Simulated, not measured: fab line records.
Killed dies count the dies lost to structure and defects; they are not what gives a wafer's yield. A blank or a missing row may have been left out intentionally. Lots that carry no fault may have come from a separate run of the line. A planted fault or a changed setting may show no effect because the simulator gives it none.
Chamber matching | flow n5_finfet | N5_FIN_SAQP_PECVD_06 on pecvd-03 has 3 sister chambers
The step deposits a-Si from SiH4/He, target thk 60 nm, time 48.1 s. 6 wafers are shown with their chamber, then 7 later ones without.

== WAFERS, EACH WITH ITS CHAMBER ==
wafer  | chamber | throttle_valve_pct (%) | showerhead_plenum_p_Torr (Torr)
L088.1 | 2       | 16.7                   | 5.692
L088.6 | 0       | 18.0                   | 5.658
L090.5 | 1       | 20.4                   | 5.615
L090.6 | 0       | 18.1                   | 5.665
L091.4 | 1       | 20.5                   | 5.626
L091.5 | 2       | 16.6                   | 5.687

== WAFERS WITHOUT THEIR CHAMBER ==
wafer  | throttle_valve_pct (%) | showerhead_plenum_p_Torr (Torr)
L091.6 | 18.2                   | 5.671
L095.3 | 20.4                   | 5.617
L095.4 | 20.4                   | 5.621
L095.5 | 18.2                   | 5.654
L097.1 | 16.8                   | 5.687
L097.2 | 20.1                   | 5.610
L097.6 | 17.1                   | 5.689

== WHICH CHAMBER EACH ONE RAN IN ==
wafer  | from the rows above | in truth
L091.6 | 0                   | 0
L095.3 | 1                   | 1
L095.4 | 1                   | 1
L095.5 | 0                   | 0
L097.1 | 2                   | 2
L097.2 | 1                   | 1
L097.6 | 2                   | 2
Placed correctly: 7 of 7. Number that these rows cannot place: 0. 0 placed wrongly.
How it was worked out, from the rows above alone: a wafer's distance from a chamber is the root of the sum, over the readings, of the square of ((its reading less the chamber's mean) divided by the reading's scatter). If the next closest chamber is less than 2 further off than the closest, the wafer can't be placed; otherwise it belongs to the closest. A chamber's mean is the mean of its shown wafers. The scatter is the square root of a quotient: the sum, over the shown wafers, of each reading's squared deviation from its chamber's mean, divided by wafers minus chambers.
